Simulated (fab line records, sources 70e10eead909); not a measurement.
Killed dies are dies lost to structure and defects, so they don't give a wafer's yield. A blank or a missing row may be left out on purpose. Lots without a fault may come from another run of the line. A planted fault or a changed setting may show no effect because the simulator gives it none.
Chamber matching | flow nand_harc | NHARC_A_SGD_CUT_CMP_21 on cmp-01: 4 sister chambers
The step polishes, target thk 148.19 nm. 8 wafers are shown with their chamber, then 8 later ones without.

WAFERS WITH THEIR CHAMBER
wafer  | chamber | motor_current_A (A) | time_to_endpoint_s (s)
L079.3 | 3       | 11.1                | 51
L079.6 | 3       | 10.8                | 51
L087.1 | 0       | 11.4                | 54
L087.5 | 2       | 14.7                | 48
L090.4 | 1       | 11.7                | 52
L090.5 | 1       | 11.5                | 52
L090.6 | 0       | 11.3                | 54
L093.1 | 2       | 14.9                | 45

WAFERS WITHOUT THEIR CHAMBER
wafer  | motor_current_A (A) | time_to_endpoint_s (s)
L093.2 | 12.3                | 54
L093.3 | 11.4                | 51
L094.1 | 14.6                | 47
L094.2 | 11.7                | 53
L094.3 | 11.2                | 50
L095.3 | 11.7                | 51
L095.4 | 10.7                | 48
L095.6 | 11.4                | 53

WHICH CHAMBER EACH WENT THROUGH
wafer  | from the rows above          | in truth
L093.2 | can't be placed: 1 or 0      | 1
L093.3 | can't be placed: 1 or 0 or 3 | 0
L094.1 | 2                            | 2
L094.2 | can't be placed: 1 or 0      | 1
L094.3 | can't be placed: 3 or 1 or 0 | 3
L095.3 | 1                            | 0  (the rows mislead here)
L095.4 | 3                            | 3
L095.6 | can't be placed: 0 or 1      | 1
Placed correctly: 2 of 8. Can't be placed from these rows: 5 (the true chamber is among the candidates in 5). Placed wrongly: 1.
How it was worked out, from the rows above alone: a wafer's distance from a chamber is the root of the sum, over the readings, of the square of ((its reading less the chamber's mean) divided by the reading's scatter). The wafer belongs to the nearest chamber; if the next one is less than 2 further off, it can't be placed. A chamber's mean is the mean of its shown wafers. The scatter: the root of (the sum of the squares of (reading less its chamber's mean) over the shown wafers, divided by (wafers less chambers)).
